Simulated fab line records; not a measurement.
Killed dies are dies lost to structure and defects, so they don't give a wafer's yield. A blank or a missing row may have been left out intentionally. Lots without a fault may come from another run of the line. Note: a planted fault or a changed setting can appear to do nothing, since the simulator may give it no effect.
fab line records + flow nand_harc
record
- lots=7
- wafers=17
- last_day=33
route steps=1302 shown P_GATE@144 END@1302
lots that met no fault: taken from a fault-free run of the same line
start_h: hours from the record's opening day to when the first of the lot's shown wafers began + wait_h: how many hours have passed since the lot's step before this one + " identical to the entry in the row above + L1.1+2: a row that stands for several wafers + - no value, or no start was given + * or withheld: withheld + < > ~ a bound
route shown NAME@n: names a module that has steps shown in the file, with the first one's number in the route + usual: mean/standard deviation taken from wafers without a fault + same: alike in all rows + chamber/n: place in a boat + sites: the reading at each site + _std_site: their standard deviation + _edge_site: outer sites' mean less inner sites' + radius_mm: for every site, how far away it sits from the centre of the wafer + mask NAME#n: copy n + behind: the last tool/chamber to shape the wafer + hold: what put the lot on hold/how long, in hours/how the hold closed + device: the n, p or np transistor that did not switch + end of line: the tests these same wafers got at the end of their route + step lacking rows: just its recipe + killed: the dies lost at the first sort to structure and to defects; this is not the yield of the wafer + map: a wafer's dies, marking killed ones x, the rest . and places with no die _
set.NAME: the setting as run; set.NAME@STEP: as run at that earlier step + model.NAME: the simulator's own value behind a step, which no gauge read
lots seen at some steps along the route; tables by step, rows by wafer
services: the hour from which a tool's chamber was out of use, counted from the record's first day as start_h (under 0 if before that day), plus the number of hours and why
## steps
# step NHARC_P_GATE_DESCUM_31
# recipe
- time_s=3
- o2_flow_sccm=200
- ar_flow_sccm=0
- bias_power_w=0
- chemistry=O2
# step NHARC_P_GATE_ETCH_104
# recipe
- target_depth_a=600
- time_s=withheld
- cf4_flow_sccm=100
- chf3_flow_sccm=30
- ar_flow_sccm=0
- rf_w=500
- bias_w=200
- chemistry=CF4/CHF3
# usual
- drypump_motor_current_A=5.9/0.59
- oes_product_au=0.952/0.024
- rf_vpp_V=371.0/1.6
- showerhead_plenum_p_Torr=1.59/0.041
- throttle_valve_pct=16.802/0.0093
| lot.wafer | tool        | chamber | start_h | wait_h | drypump_motor_current_A | oes_product_au | rf_vpp_V | showerhead_plenum_p_Torr | throttle_valve_pct |
|-----------|-------------|---------|---------|--------|-------------------------|----------------|----------|--------------------------|--------------------|
| L271.4    | rie_diel-02 | 0       | 166.96  | 0.1    | 5.3                     | 0.979          | 372.0    | 1.60                     | 16.800             |
| L271.3    | "           | 1       | "       | "      | 5.8                     | 0.959          | 372.2    | 1.61                     | 16.817             |
| L271.5    | "           | 3       | "       | "      | 5.9                     | 0.962          | 373.0    | 1.61                     | 16.801             |
| L272.4    | rie_diel-03 | 2       | 181.22  | 0.1    | 5.2                     | 0.978          | 370.2    | 1.57                     | 16.809             |
| L272.2    | "           | 3       | "       | "      | 6.4                     | 0.969          | 370.8    | 1.55                     | 16.790             |
| L272.5    | "           | 1       | "       | "      | 6.1                     | 0.964          | 367.8    | 1.50                     | 16.820             |
| L276.2    | rie_diel-02 | 0       | 210.91  | 0.1    | 5.3                     | 0.964          | 371.4    | 1.60                     | 16.797             |
| L277.3    | rie_diel-03 | 3       | 222.08  | 0.1    | 6.4                     | 0.929          | 370.2    | 1.55                     | 16.815             |
| L278.3    | rie_diel-03 | 2       | 222.27  | 0.1    | 5.2                     | 0.938          | 370.2    | 1.57                     | 16.799             |
| L278.5    | "           | 2       | "       | "      | 5.2                     | 0.938          | 370.3    | 1.57                     | 16.797             |
| L278.6    | "           | 3       | "       | "      | 6.4                     | 0.931          | 371.1    | 1.55                     | 16.794             |
| L280.4    | rie_diel-03 | 1       | 245.27  | 0.1    | 6.1                     | 0.926          | 369.0    | 1.50                     | 16.786             |
| L280.5    | "           | 1       | "       | "      | 6.1                     | 0.915          | 367.1    | 1.50                     | 16.790             |
| L280.6    | "           | 2       | "       | "      | 5.2                     | 0.923          | 370.7    | 1.57                     | 16.800             |
| L287.3    | rie_diel-02 | 3       | 322.70  | 0.1    | 5.9                     | 0.922          | 371.4    | 1.60                     | 16.802             |
| L287.6    | "           | 3       | "       | "      | 5.9                     | 0.913          | 372.6    | 1.60                     | 16.799             |
| L287.5    | "           | 0       | "       | "      | 5.3                     | 0.922          | 370.6    | 1.60                     | 16.809             |
# step NHARC_P_GATE_HM_OPEN_105
# recipe
- target_depth_a=3600
- o2_flow_sccm=400
- cos_flow_sccm=20
- ar_flow_sccm=0
- rf_w=500
- bias_w=300
- chemistry=O2/COS
# step NHARC_P_GATE_STRIP_106
# recipe
- o2_flow_sccm=400
- cos_flow_sccm=20
- ar_flow_sccm=0
- bias_w=0
- chemistry=O2/COS
# step NHARC_P_GATE_ETCH_114
# recipe
- target_depth_a=300
- overetch_a=30
- time_s=16.5
- ion_energy_ev=100
- cf4_flow_sccm=80
- o2_flow_sccm=20
- ar_flow_sccm=0
- rf_w=300
- bias_w=100
- chemistry=CF4/O2
# usual
- drypump_motor_current_A=5.9/0.58
- oes_product_au=1.003/0.01
- rf_vpp_V=198.1/1.1
- showerhead_plenum_p_Torr=1.35/0.036
- throttle_valve_pct=13.397/0.0091
| lot.wafer | tool        | chamber | start_h | wait_h | drypump_motor_current_A | oes_product_au | rf_hours_counter_h | rf_vpp_V | showerhead_plenum_p_Torr | throttle_valve_pct |
|-----------|-------------|---------|---------|--------|-------------------------|----------------|--------------------|----------|--------------------------|--------------------|
| L271.3    | rie_diel-02 | 2       | -       | -      | 6.5                     | 1.008          | 4.1                | 198.7    | 1.33                     | 13.382             |
| L271.4    | "           | 3       | "       | "      | 5.9                     | 1.002          | 6.1                | 198.2    | 1.36                     | 13.401             |
| L271.5    | "           | 1       | "       | "      | 5.7                     | 1.014          | -                  | 197.5    | 1.37                     | 13.380             |
| L272.4    | rie_diel-03 | 2       | -       | -      | 5.2                     | 0.993          | 3.2                | 197.0    | 1.33                     | 13.390             |
| L272.2    | "           | 0       | "       | "      | 6.8                     | 1.002          | 4.8                | 199.2    | 1.35                     | 13.387             |
| L272.5    | "           | 2       | "       | "      | 5.2                     | 1.000          | -                  | 198.9    | 1.33                     | 13.403             |
| L276.2    | rie_diel-02 | 0       | -       | -      | 5.3                     | 0.998          | 8.9                | 199.1    | 1.36                     | 13.387             |
| L277.3    | rie_diel-03 | 0       | -       | -      | 6.7                     | 0.985          | 6.1                | 198.5    | 1.35                     | 13.401             |
| L278.3    | rie_diel-03 | 2       | -       | -      | 5.2                     | 1.002          | 6.8                | 199.3    | 1.33                     | 13.392             |
| L278.5    | "           | 1       | "       | "      | 6.1                     | 0.995          | -                  | 196.5    | 1.27                     | 13.396             |
| L278.6    | "           | 2       | "       | "      | 5.2                     | 0.997          | -                  | 198.8    | 1.33                     | 13.396             |
| L280.4    | rie_diel-03 | 1       | -       | -      | 6.1                     | 0.986          | 8.3                | 196.3    | 1.27                     | 13.400             |
| L280.6    | "           | 2       | "       | "      | 5.2                     | 0.997          | -                  | 198.1    | 1.33                     | 13.402             |
| L280.5    | "           | 3       | "       | "      | 6.4                     | 1.010          | -                  | 197.9    | 1.32                     | 13.389             |
| L287.3    | rie_diel-02 | 0       | -       | -      | 5.3                     | 1.000          | 6.1                | 198.7    | 1.36                     | 13.411             |
| L287.6    | "           | 3       | "       | "      | 5.9                     | 0.991          | -                  | 197.5    | 1.36                     | 13.388             |
| L287.5    | "           | 0       | "       | "      | 5.3                     | 1.006          | -                  | 198.9    | 1.36                     | 13.398             |
# step NHARC_P_GATE_ETCH_32
# recipe
- target_depth_a=1500
- over_etch_frac=1
- over_etch_ion_energy_ev=40
- time_s=100.1
- hbr_flow_sccm=150
- cl2_flow_sccm=50
- rf_w=400
- icp_w=400
- bias_w=100
- chemistry=HBr/Cl2
# usual
- drypump_motor_current_A=5.7/0.47
- oes_product_au=1.001/0.0083
- throttle_valve_pct=26.404/0.0087
| lot.wafer | tool      | chamber | start_h | wait_h | drypump_motor_current_A | oes_product_au | rf_hours_counter_h | throttle_valve_pct |
|-----------|-----------|---------|---------|--------|-------------------------|----------------|--------------------|--------------------|
| L271.3    | rie_si-03 | 3       | 167.36  | -      | 4.7                     | 0.996          | 0.5                | 26.402             |
| L271.4    | "         | 0       | "       | "      | 5.9                     | 0.994          | 0.7                | 26.414             |
| L271.5    | "         | 1       | "       | "      | 6.5                     | 1.009          | -                  | 26.401             |
| L272.2    | rie_si-06 | 1       | 181.59  | -      | 6.2                     | 1.000          | 0.6                | 26.399             |
| L272.4    | "         | 0       | "       | "      | 5.1                     | 0.995          | 0.6                | 26.422             |
| L272.5    | "         | 1       | "       | "      | 6.2                     | 0.979          | -                  | 26.400             |
| L276.2    | rie_si-06 | 1       | 211.32  | -      | 6.2                     | 1.014          | 0.9                | 26.401             |
| L277.3    | rie_si-02 | 1       | 222.58  | -      | 5.8                     | 1.006          | 0.5                | 26.407             |
| L278.3    | rie_si-06 | 0       | 222.64  | -      | 5.1                     | 1.003          | 1.0                | 26.400             |
| L278.5    | "         | 0       | "       | "      | 5.1                     | 1.002          | -                  | 26.408             |
| L278.6    | "         | 1       | "       | "      | 6.2                     | 1.001          | -                  | 26.408             |
| L280.4    | rie_si-06 | 1       | 245.64  | -      | 6.2                     | 0.997          | 1.1                | 26.402             |
| L280.6    | "         | 1       | "       | "      | 6.2                     | 1.005          | -                  | 26.397             |
| L280.5    | "         | 2       | "       | "      | 5.5                     | 1.007          | -                  | 26.404             |
| L287.3    | rie_si-06 | 3       | 323.09  | -      | 5.7                     | 1.007          | 0.2                | 26.402             |
| L287.5    | "         | 2       | "       | "      | 5.5                     | 0.996          | -                  | 26.393             |
| L287.6    | "         | 3       | "       | "      | 5.7                     | 1.008          | -                  | 26.421             |
# step NHARC_P_GATE_STRIP_108
# recipe
- o2_flow_sccm=500
- ar_flow_sccm=0
- bias_w=0
- chemistry=O2
# usual
- drypump_motor_current_A=5.9/0.59
- oes_product_au=1.002/0.011
- rf_vpp_V=57.9/0.87
- showerhead_plenum_p_Torr=3.55/0.099
- throttle_valve_pct=17.036/0.0097
| lot.wafer | tool        | chamber | start_h | wait_h | drypump_motor_current_A | oes_product_au | rf_hours_counter_h | rf_vpp_V | showerhead_plenum_p_Torr | throttle_valve_pct |
|-----------|-------------|---------|---------|--------|-------------------------|----------------|--------------------|----------|--------------------------|--------------------|
| L271.4    | rie_diel-05 | 3       | 167.49  | -      | 6.2                     | 1.021          | 5.3                | 57.0     | 3.39                     | 17.024             |
| L271.3    | "           | 0       | "       | "      | 5.0                     | 0.992          | 6.3                | 58.7     | 3.68                     | 17.062             |
| L271.5    | "           | 3       | "       | "      | 6.2                     | 1.018          | -                  | 57.3     | 3.39                     | 17.032             |
| L272.2    | rie_diel-03 | 2       | 181.75  | -      | 5.2                     | 0.983          | 3.2                | 59.4     | 3.51                     | 17.037             |
| L272.4    | "           | 2       | "       | "      | 5.2                     | 0.990          | -                  | 57.0     | 3.51                     | 17.025             |
| L272.5    | "           | 1       | "       | "      | 6.1                     | 0.998          | -                  | 56.7     | 3.37                     | 17.044             |
| L276.2    | rie_diel-05 | 3       | 211.48  | -      | 6.2                     | 1.005          | 8.2                | 56.7     | 3.39                     | 17.009             |
| L277.3    | rie_diel-05 | 3       | 222.75  | -      | 6.3                     | 1.000          | 8.6                | 57.6     | 3.39                     | 17.031             |
| L278.3    | rie_diel-03 | 2       | 222.84  | -      | 5.2                     | 0.987          | 6.8                | 57.8     | 3.51                     | 17.037             |
| L278.6    | "           | 0       | "       | "      | 6.8                     | 1.007          | -                  | 57.1     | 3.58                     | 17.040             |
| L278.5    | "           | 1       | "       | "      | 6.1                     | 0.988          | -                  | 58.0     | 3.37                     | 17.016             |
| L280.4    | rie_diel-02 | 3       | 245.80  | -      | 6.0                     | 0.986          | 2.5                | 57.0     | 3.60                     | 17.049             |
| L280.5    | "           | 3       | "       | "      | 5.9                     | 0.983          | -                  | 57.1     | 3.60                     | 17.039             |
| L280.6    | "           | 0       | "       | "      | 5.3                     | 1.000          | -                  | 57.8     | 3.59                     | 17.033             |
| L287.3    | rie_diel-03 | 3       | 323.27  | -      | 6.4                     | 0.997          | 3.0                | 57.4     | 3.48                     | 17.043             |
| L287.5    | "           | 1       | "       | "      | 6.1                     | 0.996          | -                  | 56.9     | 3.37                     | 17.019             |
| L287.6    | "           | 2       | "       | "      | 5.2                     | 0.997          | -                  | 58.0     | 3.51                     | 17.039             |
# step NHARC_P_GATE_CD_MEAS_33
# usual
- cd_nm=120.1/2.4
| lot.wafer | tool      | chamber | start_h | wait_h | cd_nm |
|-----------|-----------|---------|---------|--------|-------|
| L271.3    | cd_sem-02 | -       | 167.67  | -      | 118.8 |
| L271.4    | "         | -       | "       | "      | 118.7 |
| L271.5    | "         | -       | "       | "      | 117.5 |
| L272.2    | cd_sem-02 | -       | 181.96  | 0.2    | 123.9 |
| L272.4    | "         | -       | "       | "      | 121.1 |
| L272.5    | "         | -       | "       | "      | 119.3 |
| L276.2    | cd_sem-03 | -       | 211.61  | -      | 118.5 |
| L277.3    | cd_sem-02 | -       | 222.90  | -      | 120.9 |
| L278.3    | cd_sem-01 | -       | 222.99  | -      | 119.4 |
| L278.5    | "         | -       | "       | "      | 119.7 |
| L278.6    | "         | -       | "       | "      | 119.5 |
| L280.4    | cd_sem-01 | -       | 245.99  | -      | 118.7 |
| L280.5    | "         | -       | "       | "      | 122.3 |
| L280.6    | "         | -       | "       | "      | 117.7 |
| L287.3    | cd_sem-02 | -       | 323.42  | -      | 125.2 |
| L287.5    | "         | -       | "       | "      | 118.1 |
| L287.6    | "         | -       | "       | "      | 125.0 |
# step NHARC_P_GATE_STRIP_35
# recipe
- time_s=600
- temp_c=130
- chemistry=SPM
# step NHARC_P_GATE_PRECLEAN_73
# recipe
- time_s=*
- temp_c=50
- bath_age_min=0
- chemistry=SC1
# step NHARC_P_GATE_SRD_74
# step NHARC_P_GATE_ALD_36
# recipe
- target_thk_a=200
- pulse_time_s=60
- ald_cycles=223
- temp_c=400
- material=SiNx
# usual
- heater_power_w=861/79
- precursor_pulse_height_rel=0.999/0.019
| lot.wafer | tool       | chamber | start_h | wait_h | heater_power_w | precursor_pulse_height_rel |
|-----------|------------|---------|---------|--------|----------------|----------------------------|
| L271.4    | ald_sin-04 | 2       | 169.24  | -      | 804            | 1.021                      |
| L271.3    | "          | 3       | 170.29  | -      | 907            | 1.005                      |
| L271.5    | "          | 2       | 173.41  | -      | 827            | 0.985                      |
| L272.2    | ald_sin-02 | 2       | 182.41  | -      | 963            | 1.015                      |
| L272.4    | "          | 0       | 184.48  | -      | 655            | 0.993                      |
| L272.5    | "          | 2       | 186.54  | -      | 990            | 1.002                      |
| L276.2    | ald_sin-01 | 2       | 212.07  | -      | 911            | 1.001                      |
| L277.3    | ald_sin-04 | 3       | 223.36  | -      | 911            | 1.018                      |
| L278.3    | ald_sin-02 | 1       | 223.44  | -      | 917            | 0.980                      |
| L278.5    | "          | 1       | 227.69  | -      | 914            | 1.014                      |
| L278.6    | "          | 0       | 230.52  | -      | 641            | 0.993                      |
| L280.4    | ald_sin-04 | 1       | 248.60  | -      | 948            | 0.998                      |
| L280.5    | "          | 3       | 250.75  | -      | 904            | 1.013                      |
| L280.6    | "          | 0       | 251.83  | -      | 787            | 1.032                      |
| L287.3    | ald_sin-02 | 1       | 327.02  | -      | 906            | 1.008                      |
| L287.5    | "          | 2       | 328.07  | -      | 904            | 1.004                      |
| L287.6    | "          | 3       | 329.12  | -      | 879            | 0.990                      |
# step NHARC_P_GATE_ETCHBACK_37
# recipe
- target_depth_a=345
- time_s=17.2
- chf3_flow_sccm=50
- o2_flow_sccm=10
- ar_flow_sccm=200
- rf_w=500
- bias_w=200
- chemistry=CHF3/O2
# usual
- drypump_motor_current_A=5.9/0.61
- oes_product_au=0.940/0.027
- rf_vpp_V=370.6/1.6
- showerhead_plenum_p_Torr=2.41/0.066
- throttle_valve_pct=20.572/0.0084
| lot.wafer | tool        | chamber | start_h | wait_h | drypump_motor_current_A | oes_product_au | rf_hours_counter_h | rf_vpp_V | showerhead_plenum_p_Torr | throttle_valve_pct |
|-----------|-------------|---------|---------|--------|-------------------------|----------------|--------------------|----------|--------------------------|--------------------|
| L271.3    | rie_diel-03 | 2       | 177.63  | -      | 5.2                     | 0.995          | 3.1                | 370.8    | 2.39                     | 20.554             |
| L271.4    | "           | 3       | "       | "      | 6.4                     | 0.997          | 4.9                | 370.3    | 2.37                     | 20.578             |
| L271.5    | "           | 3       | "       | "      | 6.4                     | 0.998          | -                  | 369.6    | 2.37                     | 20.565             |
| L272.4    | rie_diel-02 | 3       | 191.80  | -      | 5.9                     | 0.932          | 7.0                | 371.4    | 2.45                     | 20.564             |
| L272.2    | "           | 0       | "       | "      | 5.3                     | 0.926          | 7.4                | 371.2    | 2.44                     | 20.582             |
| L272.5    | "           | 2       | "       | "      | 6.5                     | 0.925          | -                  | 369.8    | 2.39                     | 20.572             |
| L276.2    | rie_diel-03 | 2       | 221.58  | -      | 5.2                     | 0.815          | 6.7                | 370.1    | 2.39                     | 20.573             |
| L277.3    | rie_diel-03 | 2       | 232.88  | -      | 5.2                     | 0.806          | 7.0                | 370.1    | 2.39                     | 20.564             |
| L278.3    | rie_diel-03 | 2       | 235.11  | -      | 5.2                     | 0.805          | 7.0                | 371.4    | 2.39                     | 20.556             |
| L278.6    | "           | 2       | "       | "      | 5.2                     | 0.801          | -                  | 369.3    | 2.39                     | 20.582             |
| L278.5    | "           | 3       | "       | "      | 6.4                     | 0.932          | -                  | 370.2    | 2.37                     | 20.571             |
| L280.4    | rie_diel-02 | 3       | 256.08  | -      | 5.9                     | 0.912          | 2.6                | 371.1    | 2.45                     | 20.585             |
| L280.5    | "           | 3       | "       | "      | 5.9                     | 0.911          | -                  | 372.4    | 2.45                     | 20.577             |
| L280.6    | "           | 0       | "       | "      | 5.3                     | 0.938          | -                  | 371.2    | 2.44                     | 20.583             |
| L287.3    | rie_diel-03 | 2       | 333.36  | -      | 5.2                     | 0.922          | 4.5                | 368.6    | 2.39                     | 20.572             |
| L287.5    | "           | 0       | "       | "      | 6.8                     | 0.926          | -                  | 370.2    | 2.43                     | 20.586             |
| L287.6    | "           | 1       | "       | "      | 6.1                     | 0.919          | -                  | 368.7    | 2.29                     | 20.559             |
# step NHARC_P_GATE_STRIP_101
# recipe
- time_s=20
- o2_flow_sccm=500
- ar_flow_sccm=0
- bias_w=0
- chemistry=O2
# step NHARC_END_SORT_01
# recipe
- temp_c=25
# usual
- killed_at_array=49/18
- killed_at_other=0.8/1
- killed_at_periphery=4.2/2.8
- killed_dies=54/18
- killed_open=3.0/1.7
- killed_short=2.5/1.6
# same
- gross_dies=677
| lot.wafer | tool      | chamber | start_h | wait_h | killed_at_array | killed_at_other | killed_at_periphery | killed_dies | killed_open | killed_short |
|-----------|-----------|---------|---------|--------|-----------------|-----------------|---------------------|-------------|-------------|--------------|
| L271.3    | prober-01 | 0       | 633.92  | 3.1    | 49              | 1               | 1                   | 51          | 3           | 5            |
| L271.4    | prober-01 | 0       | 634.73  | 3.4    | 29              | 2               | 1                   | 32          | 6           | 2            |
| L271.5    | prober-01 | 0       | 635.53  | 3.7    | 46              | 1               | 4                   | 51          | 4           | 2            |
| L272.2    | prober-01 | 0       | 648.43  | 2.8    | 26              | 1               | 3                   | 30          | 2           | 2            |
| L272.4    | prober-01 | 0       | 650.03  | 3.4    | 44              | 2               | 5                   | 51          | 7           | 2            |
| L272.5    | prober-01 | 0       | 650.83  | 3.7    | 42              | 3               | 0                   | 45          | 4           | 4            |
| L280.4    | prober-02 | 0       | 714.01  | 3.4    | 34              | 1               | 4                   | 39          | 4           | 0            |
| L280.5    | prober-02 | 0       | 714.81  | 3.7    | 26              | 1               | 1                   | 28          | 3           | 1            |
| L280.6    | prober-02 | 0       | 715.60  | 4.0    | 27              | 0               | 2                   | 29          | 1           | 5            |
| L278.3    | prober-02 | 0       | 721.03  | 3.1    | 51              | 0               | 2                   | 53          | 2           | 1            |
| L278.5    | prober-02 | 0       | 722.62  | 3.7    | 52              | 0               | 4                   | 56          | 2           | 6            |
| L278.6    | prober-02 | 0       | 723.42  | 4.0    | 65              | 0               | 4                   | 69          | 6           | 4            |
| L287.3    | prober-02 | 0       | 799.80  | 3.1    | 54              | 1               | 1                   | 56          | 1           | 3            |
| L287.5    | prober-02 | 0       | 801.39  | 3.7    | 47              | 1               | 1                   | 49          | 2           | 1            |
| L287.6    | prober-02 | 0       | 802.19  | 4.0    | 38              | 4               | 4                   | 46          | 6           | 3            |
# killed by level:class
L271.3 A_SLIT:chamber_film_flake=27 A_CHANNEL_HOLE_D2:chamber_film_flake=7 A_CONTACT:chamber_film_flake=4 A_ONON_D1:geometric_particle:short=2 A_CHANNEL_FILL_D1:geometric_particle:open=2 A_DECK1_JOINT:geometric_particle:short=2 A_SGD_CUT:geometric_particle:open=1 A_M0:geometric_particle:short=1
L271.4 A_SLIT:chamber_film_flake=12 A_CHANNEL_HOLE_D2:chamber_film_flake=6 A_BLC:geometric_particle:open=2 THIN_TSV:chamber_film_flake=2 A_CHANNEL_FILL_D1:geometric_particle:short=1 A_ONON_D2:geometric_particle:open=1 A_SGD_CUT:geometric_particle:short=1 A_WL_FILL:geometric_particle:open=1
L271.5 A_SLIT:chamber_film_flake=28 A_CHANNEL_HOLE_D2:chamber_film_flake=6 P_ZERO_WELL:chamber_film_flake=2 A_CHANNEL_HOLE_D1:chamber_film_flake=2 A_SGD_CUT:chamber_film_flake=2 A_CONTACT:chamber_film_flake=2 P_CONTACT:geometric_particle:open=1 A_ONON_D1:geometric_particle:short=1
L272.2 A_SLIT:chamber_film_flake=13 A_DECK1_JOINT:chamber_film_flake=2 A_CHANNEL_HOLE_D2:chamber_film_flake=2 A_WL_FILL:chamber_film_flake=2 P_STI:geometric_particle:short=1 P_M0:geometric_particle:open=1 A_DECK1_JOINT:geometric_particle:open=1 A_CHANNEL_FILL_D2:geometric_particle:short=1
L272.4 A_SLIT:chamber_film_flake=14 A_CHANNEL_HOLE_D2:chamber_film_flake=12 A_CHANNEL_HOLE_D1:chamber_film_flake=3 A_WL_FILL:chamber_film_flake=3 A_ONON_D2:geometric_particle:open=2 A_STAIRCASE:chamber_film_flake=2 P_CONTACT:geometric_particle:open=1 P_M0:geometric_particle:open=1
L272.5 A_CHANNEL_HOLE_D2:chamber_film_flake=13 A_SLIT:chamber_film_flake=12 A_CHANNEL_HOLE_D2:geometric_particle:short=2 A_CHANNEL_FILL_D2:geometric_particle:short=2 A_CHANNEL_HOLE_D1:chamber_film_flake=2 A_DECK1_JOINT:chamber_film_flake=2 A_WL_FILL:chamber_film_flake=2 THIN_TSV:chamber_film_flake=2
L280.4 A_CHANNEL_HOLE_D1:chamber_film_flake=8 A_STAIRCASE:chamber_film_flake=7 A_CONTACT:chamber_film_flake=6 P_CONTACT:chamber_film_flake=2 A_CHANNEL_HOLE_D2:chamber_film_flake=2 A_CHANNEL_FILL_D2:chamber_film_flake=2 A_SLIT:chamber_film_flake=2 P_M0:geometric_particle:open=1
L280.5 A_CHANNEL_HOLE_D1:chamber_film_flake=10 A_STAIRCASE:chamber_film_flake=4 A_CHANNEL_HOLE_D2:chamber_film_flake=3 A_CHANNEL_FILL_D2:chamber_film_flake=2 A_CONTACT:chamber_film_flake=2 A_CHANNEL_FILL_D1:geometric_particle:short=1 A_WL_FILL:geometric_particle:open=1 A_CONTACT:geometric_particle:open=1
L280.6 A_CHANNEL_HOLE_D1:chamber_film_flake=5 A_CONTACT:chamber_film_flake=5 A_STAIRCASE:chamber_film_flake=3 A_CHANNEL_FILL_D2:geometric_particle:short=2 A_WL_FILL:geometric_particle:short=2 P_CONTACT:chamber_film_flake=2 A_CHANNEL_HOLE_D2:chamber_film_flake=2 A_CHANNEL_FILL_D2:chamber_film_flake=2
L278.3 A_SLIT:chamber_film_flake=32 A_STAIRCASE:chamber_film_flake=4 A_CHANNEL_HOLE_D1:chamber_film_flake=4 A_DECK1_JOINT:chamber_film_flake=3 A_CONTACT:chamber_film_flake=3 A_CHANNEL_HOLE_D2:chamber_film_flake=2 A_ONON_D2:geometric_particle:open=1 A_CHANNEL_FILL_D2:geometric_particle:open=1
L278.5 A_SLIT:chamber_film_flake=18 A_STAIRCASE:chamber_film_flake=10 A_CONTACT:chamber_film_flake=8 A_CHANNEL_HOLE_D1:chamber_film_flake=6 A_DECK1_JOINT:chamber_film_flake=3 A_CHANNEL_HOLE_D1:geometric_particle:short=2 A_CHANNEL_FILL_D2:geometric_particle:short=2 P_BONDPAD:chamber_film_flake=2
L278.6 A_SLIT:chamber_film_flake=40 A_CHANNEL_HOLE_D1:chamber_film_flake=6 A_CONTACT:chamber_film_flake=5 A_STAIRCASE:chamber_film_flake=4 A_WL_FILL:geometric_particle:short=2 A_DECK1_JOINT:chamber_film_flake=2 P_M0:geometric_particle:open=1 P_M1:geometric_particle:open=1
L287.3 A_SLIT:chamber_film_flake=33 A_CHANNEL_HOLE_D1:chamber_film_flake=8 A_WL_FILL:chamber_film_flake=4 A_CONTACT:chamber_film_flake=4 A_ONON_D2:geometric_particle:short=1 A_CHANNEL_FILL_D2:geometric_particle:short=1 A_WL_FILL:geometric_particle:short=1 A_BLC:geometric_particle:open=1
L287.5 A_SLIT:chamber_film_flake=27 A_CHANNEL_HOLE_D1:chamber_film_flake=8 A_CONTACT:chamber_film_flake=4 A_WL_FILL:chamber_film_flake=3 A_ONON_D2:geometric_particle:short=1 A_CHANNEL_FILL_D2:geometric_particle:open=1 A_M0:geometric_particle:open=1 P_CONTACT:chamber_film_flake=1
L287.6 A_SLIT:chamber_film_flake=14 A_CHANNEL_HOLE_D1:chamber_film_flake=5 THIN_TSV:chamber_film_flake=4 A_CHANNEL_HOLE_D2:chamber_film_flake=3 A_SGD_CUT:chamber_film_flake=3 A_CHANNEL_FILL_D1:chamber_film_flake=2 A_CONTACT:chamber_film_flake=2 P_CONTACT:geometric_particle:open=1
## services
| tool        | chamber | start_h | hours | kind   |
|-------------|---------|---------|-------|--------|
| rie_diel-03 | 2       | 144.58  | 12.4  | repair |
| ald_sin-04  | 1       | 149.85  | 3.2   | repair |
| rie_diel-03 | 0       | 162.30  | -     | clean  |
| rie_diel-03 | 1       | 162.30  | -     | clean  |
| ald_sin-01  | 1       | 171.75  | 20.6  | repair |
| rie_diel-03 | 0       | 181.59  | 8.4   | repair |
| rie_diel-05 | 0       | 182.38  | 3.2   | repair |
| rie_diel-02 | 1       | 185.47  | 4.4   | repair |
| rie_diel-02 | -       | 216.70  | 9.0   | pm     |
| ald_sin-02  | 3       | 219.54  | 4.4   | repair |
| rie_si-03   | -       | 221.00  | 9.0   | pm     |
| rie_diel-05 | -       | 229.62  | 9.0   | pm     |
| rie_si-06   | -       | 249.00  | 9.0   | pm     |
| rie_diel-03 | 0       | 250.38  | 7.5   | repair |
| ald_sin-04  | -       | 260.89  | 10.0  | pm     |
| ald_sin-02  | 3       | 265.24  | 2.1   | repair |
| rie_si-02   | 3       | 265.68  | 3.5   | repair |
| rie_si-02   | 1       | 274.59  | 6.2   | repair |
| rie_si-02   | -       | 277.00  | 9.0   | pm     |
| rie_diel-03 | -       | 281.30  | 9.0   | pm     |
| ald_sin-01  | 1       | 287.09  | 16.4  | repair |
| ald_sin-04  | 1       | 290.21  | 5.9   | repair |
| ald_sin-02  | -       | 295.28  | 0.9   | repair |
| ald_sin-02  | -       | 297.20  | 10.0  | pm     |
## key
first_sign
- step=NHARC_P_GATE_ETCHBACK_37
- reading=oes_product_au
- direction=down
- sigmas=4.9
- usual=0.940
- struck=0.807
effect none on later readings
met_at NHARC_P_GATE_ETCHBACK_37
struck_wafers L276.2,L277.3,L278.3,L278.6
rows_end L276.2,L277.3
tester_left_out L278
onset_between 177.63 221.58
fault
- kind=process_parameter_drift
- tool=rie_diel-03
- chamber=2
- onset_h=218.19
- steps=NHARC_P_GATE_ETCHBACK_37
- channel=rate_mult
- offset=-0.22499
- shape=step
- end_h=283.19
# tester_left_out: of these lots the tester's yield and bins aren't shown, on N5 and GAA mostly nor the transistor test; their killed dies are dies lost to structure and defects alone, not to doping, threshold or leakage, so they don't give the yield
# rows_end: these wafers met a further fault down the route, and their rows from its step on are left out
